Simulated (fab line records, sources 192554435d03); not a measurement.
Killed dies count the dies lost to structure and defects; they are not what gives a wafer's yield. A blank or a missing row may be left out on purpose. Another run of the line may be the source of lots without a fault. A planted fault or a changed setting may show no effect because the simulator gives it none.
Matching of chambers | flow n5-finfet | ald-sin-04 running N5_GATE_CUT_SAC_CAP_01: 4 sister chambers
The step material SiNx, target thk 24 nm, pulse time 1 s, ald cycles 480. 22 wafers are shown with their chamber, then 11 later ones without.

WAFERS PAIRED WITH THEIR CHAMBERS
wafer  | chamber | heater-power-w (W) | precursor-pulse-height-rel
L076.1 | 2       | 931                | 1.025
L076.3 | 0       | 982                | 0.986
L076.4 | 1       | 697                | 1.008
L079.2 | 1       | 696                | 0.997
L079.4 | 3       | 744                | 1.001
L079.5 | 1       | 706                | 0.994
L082.1 | 2       | 959                | 1.040
L082.2 | 1       | 699                | 0.983
L082.3 | 3       | 742                | 1.007
L082.4 | 0       | 955                | 1.051
L082.5 | 3       | 747                | 1.003
L082.6 | 0       | 958                | 1.011
L083.3 | 1       | 690                | 0.964
L083.5 | 2       | 921                | 0.995
L083.6 | 3       | 728                | 0.977
L085.3 | 3       | 713                | 1.012
L085.4 | 1       | 702                | 1.002
L085.6 | 3       | 731                | 0.969
L087.2 | 1       | 697                | 1.008
L087.4 | 0       | 963                | 1.018
L087.5 | 2       | 947                | 1.001
L089.1 | 0       | 947                | 0.995

SIGNATURES (averages over the wafers above)
reading                    | chamber 0 | chamber 1 | chamber 2 | chamber 3 | scatter within a chamber
heater-power-w             | 961.00    | 698.14    | 939.50    | 734.17    | 11.8
precursor-pulse-height-rel | 1.01220   | 0.99371   | 1.01525   | 0.99483   | 0.0195
Rule: a wafer's distance from a chamber is the root of the sum, over the readings, of the square of ((its reading less the chamber's mean) divided by the reading's scatter). The wafer belongs to the nearest chamber; if the next one is less than 2 further off, it can't be placed. The scatter: the root of (the sum of the squares of (reading less its chamber's mean) over the shown wafers, divided by (wafers less chambers)).

WAFERS WITH NO CHAMBER GIVEN
wafer  | heater-power-w (W) | precursor-pulse-height-rel
L089.5 | 702                | 1.013
L089.6 | 935                | 1.027
L095.1 | 715                | 0.988
L095.2 | 655                | 1.024
L095.3 | 969                | 0.991
L095.4 | 859                | 1.010
L095.5 | 876                | 1.031
L095.6 | 678                | 1.039
L097.1 | 675                | 1.035
L097.3 | 939                | 0.988
L097.5 | 712                | 0.993

WHICH CHAMBER EACH ONE RAN IN
wafer  | from the rows above     | in truth
L089.5 | can't be placed: 1 or 3 | 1
L089.6 | can't be placed: 2 or 0 | 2
L095.1 | can't be placed: 1 or 3 | 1
L095.2 | 1                       | 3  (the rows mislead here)
L095.3 | can't be placed: 0 or 2 | 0
L095.4 | can't be placed: 2 or 0 | 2
L095.5 | can't be placed: 2 or 0 | 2
L095.6 | 1                       | 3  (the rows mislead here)
L097.1 | 1                       | 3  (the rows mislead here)
L097.3 | can't be placed: 2 or 0 | 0
L097.5 | can't be placed: 1 or 3 | 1
Placed correctly: 0 of 11. These rows do not allow placing 8 (true chamber among the candidates in 8). Number placed wrongly: 3.
